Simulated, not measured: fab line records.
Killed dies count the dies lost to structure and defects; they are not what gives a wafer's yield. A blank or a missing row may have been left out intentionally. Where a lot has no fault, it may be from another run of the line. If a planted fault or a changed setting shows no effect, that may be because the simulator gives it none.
Chamber matching -- flow n5_finfet -- 4 sister chambers for N5_BEOL_M2_ETCH_64 on rie_diel-02
The step etches SOC in N2/H2, target depth 75 nm, overetch 22.5 nm, time 121.9 s. 14 wafers are shown with their chamber, then 7 later ones without.

WAFERS PAIRED WITH THEIR CHAMBERS
wafer,chamber,drypump_motor_current_A (A),throttle_valve_pct (%),showerhead_plenum_p_Torr (Torr)
L076.1,3,5.8,18.02,2.62
L076.4,0,6.2,17.66,2.58
L076.6,3,5.8,18.03,2.62
L077.1,1,5.7,17.93,2.54
L077.2,0,6.2,17.66,2.58
L077.5,2,4.9,18.09,2.54
L078.1,1,5.7,17.92,2.54
L078.3,0,6.2,17.65,2.58
L078.4,3,5.8,18.03,2.62
L080.1,2,4.9,18.09,2.54
L080.2,1,5.6,17.93,2.54
L080.5,0,6.2,17.67,2.57
L082.3,2,4.9,18.11,2.53
L082.5,0,6.2,17.68,2.57

SIGNATURES (averages over the wafers above)
reading,chamber 0,chamber 1,chamber 2,chamber 3,scatter within a chamber
drypump_motor_current_A,6.200,5.667,4.900,5.800,0.0258
throttle_valve_pct,17.6640,17.9267,18.0967,18.0267,0.00959
showerhead_plenum_p_Torr,2.5760,2.5400,2.5367,2.6200,0.00432
Rule: for a wafer and a chamber, the distance is found by dividing, reading by reading, the gap between the wafer's reading and the chamber's mean by the reading's scatter, squaring, summing and taking the root. If the next closest chamber is less than 2 further off than the closest, the wafer can't be placed; otherwise it belongs to the closest. The scatter: take each reading less its chamber's mean, square it, sum over the shown wafers, divide by the number of wafers less the number of chambers, and take the root.

WAFERS WITHOUT THEIR CHAMBER
wafer,drypump_motor_current_A (A),throttle_valve_pct (%),showerhead_plenum_p_Torr (Torr)
L082.6,5.7,17.95,2.54
L087.3,6.2,17.70,2.57
L087.4,4.9,18.12,2.53
L087.6,5.8,18.07,2.61
L094.1,4.9,18.18,2.52
L094.2,6.2,17.76,2.55
L094.6,5.6,18.02,2.52

THE CHAMBER EACH PASSED THROUGH
wafer,from the rows above,in truth
L082.6,1,1
L087.3,0,0
L087.4,2,2
L087.6,3,3
L094.1,2,2
L094.2,0,0
L094.6,1,1
Correctly placed: 7 of 7. From these rows, 0 cannot be placed. Number placed wrongly: 0.
